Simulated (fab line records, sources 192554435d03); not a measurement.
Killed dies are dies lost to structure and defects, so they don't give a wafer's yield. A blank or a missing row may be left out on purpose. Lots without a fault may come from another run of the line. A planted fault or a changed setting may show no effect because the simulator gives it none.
Which tool did it? | flow n5_finfet | 11 lots, 33 wafers sampled, at 3 steps of a route of 1938

WHAT THE GAUGES READ, wafer by wafer
N5_BEOL_M1_CD_MEAS_18: pitch 36 nm, target cd 18 nm.
lot  | measured     | on        | cd_nm (nm)
L075 | day 6 07:50  | cd_sem-01 | 18.06 17.68 17.55
L077 | day 6 20:35  | cd_sem-02 | 17.96 18.04 17.73
L080 | day 7 09:59  | cd_sem-02 | 17.94 18.22 17.95
L081 | day 7 20:55  | cd_sem-01 | 17.95 18.13 18.43
L083 | day 8 11:44  | cd_sem-02 | 17.86 17.76 17.53
L085 | day 8 23:30  | cd_sem-01 | 17.29 17.24 17.57
L087 | day 9 10:35  | cd_sem-03 | 17.99 17.92 18.02
L090 | day 10 01:55 | cd_sem-02 | 18.19 18.06 17.95
L092 | day 10 17:11 | cd_sem-03 | 17.89 17.80 18.01
L094 | day 10 22:39 | cd_sem-03 | 17.94 18.14 17.72
L096 | day 11 17:48 | cd_sem-03 | 17.87 17.85 17.99

WHICH TOOL RAN EACH LOT (tool, then ch and the chambers of the sampled wafers, then the start)
lot  | N5_BEOL_M0_CUTY_ETCH_62            | N5_BEOL_M0_STRIP_140
L075 | rie_diel-04 ch 0,1,3, day 6 01:05  | rie_diel-03 ch 0,1, day 6 01:50
L077 | rie_diel-05 ch 0,1,3, day 6 13:32  | rie_diel-05 ch 0,1,3, day 6 15:11
L080 | rie_diel-03 ch 0,3, day 7 01:12    | rie_diel-04 ch 1,2, day 7 04:02
L081 | rie_diel-05 ch 0,1,2, day 7 13:30  | rie_diel-04 ch 0,1,3, day 7 15:28
L083 | rie_diel-05 ch 0,3, day 8 01:58    | rie_diel-05 ch 1,2, day 8 03:20
L085 | rie_diel-04 ch 1,2,3, day 8 18:08  | rie_diel-04 ch 1,2, day 8 18:37
L087 | rie_diel-03 ch 0,2,3, day 9 00:59  | rie_diel-05 ch 2, day 9 04:42
L090 | rie_diel-04 ch 0,2,3, day 9 16:26  | rie_diel-03 ch 1,2,3, day 9 17:10
L092 | rie_diel-05 ch 1,3, day 10 08:25   | rie_diel-04 ch 2,3, day 10 12:02
L094 | rie_diel-05 ch 0,2,3, day 10 15:30 | rie_diel-04 ch 0,1,2, day 10 16:58
L096 | rie_diel-04 ch 0,1,3, day 11 07:40 | rie_diel-03 ch 0,3, day 11 09:40
- N5_BEOL_M0_CUTY_ETCH_62: etches SiARC in CF4, time 58.5 s.
- N5_BEOL_M0_STRIP_140: strips in CF4.

THE ANSWER, worked out from the rows above alone
Rule: what is usual is taken from the lots themselves. Put in order of their means at a reading, lots are off if they are a third of the lots or fewer, leave a main group of 4 or more, and stand apart from it by a gap of 3 or more times the standard deviation of the main group's means; of several such gaps the widest counts. A main group whose means are all the same, to the digits that the tables above print for the reading, isn't used. A lot without any number at a reading at which 4 lots or more have one is off too. The other lots that the step has rows for count as sound.
No lot is off at any reading shown: from this, nothing can be told.

WHAT THE SIMULATOR HAD PUT IN
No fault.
